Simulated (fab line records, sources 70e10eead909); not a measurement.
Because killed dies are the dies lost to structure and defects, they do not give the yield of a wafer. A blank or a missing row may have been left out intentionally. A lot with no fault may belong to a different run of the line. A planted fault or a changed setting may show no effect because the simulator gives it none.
A struck lot beside a sound one    flow nand harc    22 steps out of a route of 1302
Sound: the wafers L816.1, L816.5, L816.6. Wafers L831.1, L831.2, L831.3 were the ones struck. The cause is given at the end.
For every step that has rows: the tool of each side, followed by ch and its chambers, followed by its first start. Under that, the readings that differ: sound wafers    struck wafers    difference of the means    sigmas: that difference in standard deviations of wafers without a fault.
alike: a reading whose means differ by less than 2 such deviations, as well as words and numbers matching on both sides. not compared: withheld readings; readings where some wafer has no value; bounds like >300 that might hide an equal value; numbers whose values overlap and for which the record gives no deviation.
Wherever a step has rows on one side only, a row that says differs or no value, or a row with sigmas, the two part there. Numbers that don't overlap but have no deviation are shown without sigmas and don't part them. Lack of a reading on every wafer of one side parts them only where that side has two or more wafers.

NHARC_A_CONTACT_CMP_20: polishes, t overpolish 30 s, target thk 300 nm.
  sound on cmp-02 ch 0,1, day 23 04:48; struck on cmp-03 ch 1,2,3, day 30 03:08
  alike: motor current A, overpolish run s, slurry filter dp kPa, time to endpoint s
following that, these wafers have no rows for 1 step: NHARC_A_CONTACT_SRD_22.
NHARC_A_CONTACT_INSPECT_23:
  sound: defect inspect-02 at day 23 05:11; struck: defect inspect-02 at day 30 03:32
  alike: raw defect count
then, 8 steps without rows for these wafers: NHARC_A_BLC_DEHYDRATE_00 (time 120 s); NHARC_A_BLC_HMDS_01 (time 30 s); NHARC_A_BLC_COAT_02 (time 75 s); NHARC_A_BLC_COAT_03 (time 65 s); NHARC_A_BLC_COAT_04 (resist thk 90 nm); NHARC_A_BLC_SOFTBAKE_05 (time 55 s); NHARC_A_BLC_EBR_06; NHARC_A_BLC_EXPOSE_07 (exposes mask A BLC, target cd 100 nm).
NHARC_A_BLC_PEB_08: peb time 65 s.
  sound on litho track-04 ch 0, day 23 05:29; struck on litho track-06 ch 0, day 30 03:58
reading                   sound              struck             difference  sigmas
heater power total W (W)  157.1 156.4 156.0  186.1 186.2 185.8  +29.5       +69
then, 1 step without rows for these wafers: NHARC_A_BLC_DEVELOP_09 (develop time 35 s).
NHARC_A_BLC_CD_MEAS_10: target cd 100 nm.
  sound on cd sem-03 ch 0, day 23 05:34; struck on cd sem-01 ch 0, day 30 04:03
reading     sound            struck          difference  sigmas
cd nm (nm)  99.7 100.1 99.2  88.6 88.6 87.4  -11.5       -23
NHARC_A_BLC_OVL_MEAS_11:
  sound: overlay-01 at day 23 05:39; struck: overlay-02 at day 30 04:08
reading            sound        struck         difference  sigmas
overlay x nm (nm)  1.6 1.7 1.5  -0.8 -0.5 0.1  -2.0        -2
  alike: overlay y nm
NHARC_A_BLC_INSPECT_12:
  sound: defect inspect-01 at day 23 05:41; struck: defect inspect-02 at day 30 04:10
  alike: raw defect count
NHARC_A_BLC_DESCUM_15: chemistry O2, time 3 s.
  sound on rie diel-11 ch 1,2, day 23 05:46; struck on rie diel-11 ch 0,2,3, day 30 04:14
reading                 sound              struck            difference  sigmas
model.A_BLC.cd nm (nm)  99.37 100.1 98.65  87.81 89.33 87.2  -11.26      
  alike: drypump motor current A, oes product au, rf vpp V, showerhead plenum p Torr, throttle valve pct
  not compared: rf hours counter h
NHARC_A_BLC_ETCH_16: etches the open film in CF4, target depth 39 nm, time 65 s.
  sound on rie diel-11 ch 0,2,3, day 23 05:51; struck on rie diel-11 ch 0,1,3, day 30 04:19
  alike: drypump motor current A, oes product au, rf vpp V, showerhead plenum p Torr, throttle valve pct
  not compared: rf hours counter h
NHARC_A_BLC_ETCH_17: etches the open film in N2/H2, target depth 390 nm, time 609.38 s.
  sound on rie diel-11 ch 0,1,3; struck on rie diel-11 ch 0,1,2
  alike: drypump motor current A, oes product au, rf vpp V, showerhead plenum p Torr, throttle valve pct
  not compared: rf hours counter h
NHARC_A_BLC_ETCH_18: etches the open film in C4F8/O2/Ar, target depth 910 nm.
  sound on rie diel-11 ch 1,2,3; struck on rie diel-11 ch 1,2,3
reading                 sound              struck             difference  sigmas
oes product au (a.u.)   0.983 0.965 0.972  0.922 0.921 0.916  -0.054      -2
model.A_BLC.cd nm (nm)  98.46 101.8 98.12  88.71 87.29 86.37  -12.00      
  alike: rf vpp V
  not compared: rf hours counter h
NHARC_A_BLC_CD_MEAS_19:
  sound: cd sem-02 at day 23 06:43; struck: cd sem-02 at day 30 05:13
reading     sound            struck          difference  sigmas
cd nm (nm)  98.5 101.7 98.2  88.6 87.5 86.4  -12.0       -8
NHARC_END_SORT_01:
  the record has rows for the struck wafers here (prober-01 ch 0, day 31 22:55) and none for the sound ones

== WHERE THEY PART ==
At NHARC_A_BLC_PEB_08 first; at NHARC_END_SORT_01 last (within this record only).

WHY: whatever the simulator had introduced
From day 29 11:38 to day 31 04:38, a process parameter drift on litho track-06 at NHARC_A_BLC_PEB_08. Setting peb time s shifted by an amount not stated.
